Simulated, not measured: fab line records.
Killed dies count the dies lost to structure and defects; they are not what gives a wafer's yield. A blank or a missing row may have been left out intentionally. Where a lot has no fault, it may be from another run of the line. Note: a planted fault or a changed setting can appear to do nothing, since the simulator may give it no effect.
Which tool was responsible? || flow nandHarc || 11 lots with 33 wafers sampled at 5 steps, on a route of 1159 steps

## WHAT THE GAUGES READ, wafer by wafer
NHARC_END_SORT_01.
{"lot": "L540", "measured": "day 22 08:10", "on": "prober-01", "killedAtArray": "22 18 26"}
{"lot": "L541", "measured": "day 22 16:02", "on": "prober-01", "killedAtArray": "42 35 46"}
{"lot": "L544", "measured": "day 22 18:27", "on": "prober-02", "killedAtArray": "34 28 27"}

## EACH LOT AND THE TOOL THAT RAN IT (in order: tool; ch and the chambers of the sampled wafers; start)
{"lot": "L530", "NHARC_A_STAIRCASE_ETCH_169": "rieDiel-12 ch 1,2,3, day 11 05:00", "NHARC_A_STAIRCASE_STRIP_171": "plasmaAsher-02 ch 0,1, day 11 05:20", "NHARC_A_STAIRCASE_TRIM_12": "rieDiel-02 ch 2,3, day 11 07:00", "NHARC_A_STAIRCASE_TRIM_22": "rieDiel-12 ch 0,1,3, day 11 08:59"}
{"lot": "L531", "NHARC_A_STAIRCASE_ETCH_169": "rieDiel-12 ch 0,2,3, day 11 05:10", "NHARC_A_STAIRCASE_STRIP_171": "plasmaAsher-01 ch 0,1, day 11 05:34", "NHARC_A_STAIRCASE_TRIM_12": "rieDiel-02 ch 0,1,3, day 11 07:14", "NHARC_A_STAIRCASE_TRIM_22": "rieDiel-02 ch 1,2,3, day 11 08:52"}
{"lot": "L534", "NHARC_A_STAIRCASE_ETCH_169": "rieDiel-02 ch 0,2,3, day 12 02:37", "NHARC_A_STAIRCASE_STRIP_171": "plasmaAsher-01 ch 0, day 12 02:53", "NHARC_A_STAIRCASE_TRIM_12": "rieDiel-12 ch 0,1,3, day 12 04:24", "NHARC_A_STAIRCASE_TRIM_22": "rieDiel-02 ch 2,3, day 12 05:54"}
{"lot": "L538", "NHARC_A_STAIRCASE_ETCH_169": "rieDiel-11 ch 0,1,2, day 12 20:33", "NHARC_A_STAIRCASE_STRIP_171": "plasmaAsher-01 ch 0,1, day 13 01:01", "NHARC_A_STAIRCASE_TRIM_12": "rieDiel-12 ch 0,1,2, day 13 02:34", "NHARC_A_STAIRCASE_TRIM_22": "rieDiel-12 ch 0,1,2, day 13 04:04"}
{"lot": "L540", "NHARC_A_STAIRCASE_ETCH_169": "rieDiel-11 ch 0,1,2, day 13 20:41", "NHARC_A_STAIRCASE_STRIP_171": "plasmaAsher-02 ch 0,1, day 13 20:55", "NHARC_A_STAIRCASE_TRIM_12": "rieDiel-12 ch 0,1,2, day 13 22:59", "NHARC_A_STAIRCASE_TRIM_22": "rieDiel-12 ch 0,2, day 14 00:29"}
{"lot": "L542", "NHARC_A_STAIRCASE_ETCH_169": "rieDiel-12 ch 0,2, day 13 21:00", "NHARC_A_STAIRCASE_STRIP_171": "plasmaAsher-02 ch 0,1, day 13 21:13", "NHARC_A_STAIRCASE_TRIM_12": "rieDiel-11 ch 1,2,3, day 13 22:50", "NHARC_A_STAIRCASE_TRIM_22": "rieDiel-11 ch 1,3, day 14 01:05"}
{"lot": "L541", "NHARC_A_STAIRCASE_ETCH_169": "rieDiel-12 ch 2,3, day 14 00:10", "NHARC_A_STAIRCASE_STRIP_171": "plasmaAsher-01 ch 0,1, day 14 00:31", "NHARC_A_STAIRCASE_TRIM_12": "rieDiel-11 ch 0,1,2, day 14 02:04", "NHARC_A_STAIRCASE_TRIM_22": "rieDiel-12 ch 1,2,3, day 14 05:11"}
{"lot": "L544", "NHARC_A_STAIRCASE_ETCH_169": "rieDiel-11 ch 1,2,3, day 14 05:27", "NHARC_A_STAIRCASE_STRIP_171": "plasmaAsher-01 ch 0, day 14 05:44", "NHARC_A_STAIRCASE_TRIM_12": "rieDiel-12 ch 0,1, day 14 07:47", "NHARC_A_STAIRCASE_TRIM_22": "rieDiel-12 ch 0,1,2, day 14 10:14"}
{"lot": "L549", "NHARC_A_STAIRCASE_ETCH_169": "rieDiel-12 ch 0,1,3, day 15 16:48", "NHARC_A_STAIRCASE_STRIP_171": "plasmaAsher-01 ch 0,1, day 15 17:02", "NHARC_A_STAIRCASE_TRIM_12": "rieDiel-12 ch 0,1,3, day 15 18:40", "NHARC_A_STAIRCASE_TRIM_22": "rieDiel-11 ch 0,1,2, day 15 20:08"}
{"lot": "L551", "NHARC_A_STAIRCASE_ETCH_169": "rieDiel-12 ch 0,1, day 16 15:34", "NHARC_A_STAIRCASE_STRIP_171": "plasmaAsher-01 ch 0,1, day 16 15:51", "NHARC_A_STAIRCASE_TRIM_12": "rieDiel-11 ch 1,2, day 16 17:24", "NHARC_A_STAIRCASE_TRIM_22": "rieDiel-11 ch 0,2, day 16 18:52"}
{"lot": "L552", "NHARC_A_STAIRCASE_ETCH_169": "rieDiel-11 ch 1,2,3, day 16 15:46", "NHARC_A_STAIRCASE_STRIP_171": "plasmaAsher-02 ch 0,1, day 16 16:03", "NHARC_A_STAIRCASE_TRIM_12": "rieDiel-02 ch 1,3, day 16 17:42", "NHARC_A_STAIRCASE_TRIM_22": "rieDiel-02 ch 0,1,3, day 16 19:35"}
- NHARC_A_STAIRCASE_ETCH_169: etches the open film in CH3F/O2, target depth 50 nm, time 107.1 s.
- NHARC_A_STAIRCASE_STRIP_171: strips in O2.
- NHARC_A_STAIRCASE_TRIM_12: chemistry O2, time 211.2 s.
- NHARC_A_STAIRCASE_TRIM_22: chemistry O2, time 211.2 s.

## THE ANSWER, worked out from the rows above alone
Rule: what is usual is taken from the lots themselves. Put in order of their means at a reading, lots are off if they are a third of the lots or fewer, leave a main group of 4 or more, and stand apart from it by a gap of 3 or more times the standard deviation of the main group's means; of several such gaps the widest counts. Not used: any main group whose means are identical at the precision the tables above print for the reading. A lot without any number at a reading at which 4 lots or more have one is off too. All remaining lots with rows at the step are treated as sound.
None of the lots is off at any reading shown; this tells nothing.

## WHAT WAS PUT IN BY THE SIMULATOR
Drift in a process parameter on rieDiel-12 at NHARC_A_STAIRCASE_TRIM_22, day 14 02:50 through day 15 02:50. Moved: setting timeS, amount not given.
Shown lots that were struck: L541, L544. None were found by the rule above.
